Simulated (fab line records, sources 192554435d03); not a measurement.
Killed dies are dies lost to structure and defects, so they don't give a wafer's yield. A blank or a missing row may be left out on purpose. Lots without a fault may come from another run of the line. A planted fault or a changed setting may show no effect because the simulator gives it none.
Split-lot experiment | flow n5_finfet | 7 lots, 21 wafers read, on a route of 1938 steps

THE SPLIT
At N5_PASSIVATION_ETCH_59 (etches TaN in Cl2/BCl3, target depth 65 nm, time 34.9 s), the setting time_s was moved away from the recipe's 34.9 s on 10 of the 21 wafers read, by -21.7% to +19.7%. The other wafers ran this setting at the recipe's value.

The reading is taken at the split's own step.

THE READING
etch.depth_nm (the simulator's own value, which no gauge read), in nm, at N5_PASSIVATION_ETCH_59 (etches TaN in Cl2/BCl3, target depth 65 nm, time 34.9 s). The file gives no usual value for it. The 11 wafers here that ran the recipe average 65.92 nm, standard deviation 0.54 nm.

wafer  | tool, chamber at the split | time_s as run, s | against the recipe | etch.depth_nm, nm | against lot-mates on the recipe
L074.3 | rie_metal-02, 1            | 41.76            | +19.7%             | 78.49             | no lot-mate on the recipe
L074.4 | rie_metal-02, 0            | 41.76            | +19.7%             | 78.06             | no lot-mate on the recipe
L074.6 | rie_metal-02, 0            | 41.76            | +19.7%             | 78.41             | no lot-mate on the recipe
L076.3 | rie_metal-03, 1            | 27.38            | -21.5%             | 52.73             | -13.20
L076.4 | rie_metal-03, 0            | 34.9             | recipe             | 65.93             | -
L076.6 | rie_metal-03, 1            | 27.38            | -21.5%             | 52.79             | -13.14
L081.2 | rie_metal-03, 0            | 34.9             | recipe             | 66.13             | -
L081.3 | rie_metal-03, 1            | 34.9             | recipe             | 66.84             | -
L081.4 | rie_metal-03, 0            | 28.46            | -18.5%             | 54.09             | -12.39
L084.3 | rie_metal-02, 1            | 27.34            | -21.7%             | 51.18             | -14.69
L084.4 | rie_metal-02, 0            | 34.9             | recipe             | 65.5              | -
L084.5 | rie_metal-02, 1            | 34.9             | recipe             | 66.24             | -
L094.4 | rie_metal-01, 1            | 27.89            | -20.1%             | 52.36             | -13.02
L094.5 | rie_metal-01, 0            | 27.89            | -20.1%             | 51.93             | -13.45
L094.6 | rie_metal-01, 1            | 34.9             | recipe             | 65.38             | -
L096.4 | rie_metal-02, 1            | 34.9             | recipe             | 65.29             | -
L096.5 | rie_metal-02, 1            | 34.9             | recipe             | 65.14             | -
L096.6 | rie_metal-02, 0            | 36.94            | +5.8%              | 68.97             | +3.75
L095.1 | rie_metal-02, 0            | 34.9             | recipe             | 66.45             | -
L095.4 | rie_metal-02, 1            | 34.9             | recipe             | 65.69             | -
L095.5 | rie_metal-02, 1            | 34.9             | recipe             | 66.56             | -

THE FIT
A straight line over all 21 wafers: etch.depth_nm changes by +0.642 nm for each +1% of time_s; r = +1.00; the points scatter about the line by 0.6 nm.
The same after taking each lot's own level away (the mean of its wafers on the recipe; 18 wafers): +0.646 nm for each +1%; r = +1.00; scatter 0.44 nm.
On that fit, the largest move of time_s shifts the reading by 14 nm.
The lots' own levels span 65.215 to 66.485 nm, that is 2.4 times the standard deviation above.
So the lot-to-lot level changes the slope little: the two slopes agree.
Check: with one of the wafers moved furthest among these (-21.7%) left out of the fit, the line predicts -13.9 nm for it against its lot-mates. It came out at -14.7 nm against them.

OTHER SPLITS ON THESE WAFERS
These wafers also went through other splits before the reading. Each is held against what the fit with the lots' levels taken away leaves over:
other split on the same wafers     | wafers away from the commonest value | r with etch.depth_nm (lot level and that fit taken away)
N5_MIM_TOP_LITHO_EXPOSE_05 dose_mj | 6                                    | +0.23
N5_PASSIVATION_DESCUM_32 time_s    | 8                                    | +0.29

THE FILE'S OWN FIT
etch.depth_nm changes by +0.653 nm for each +1% of time_s, r = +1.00.
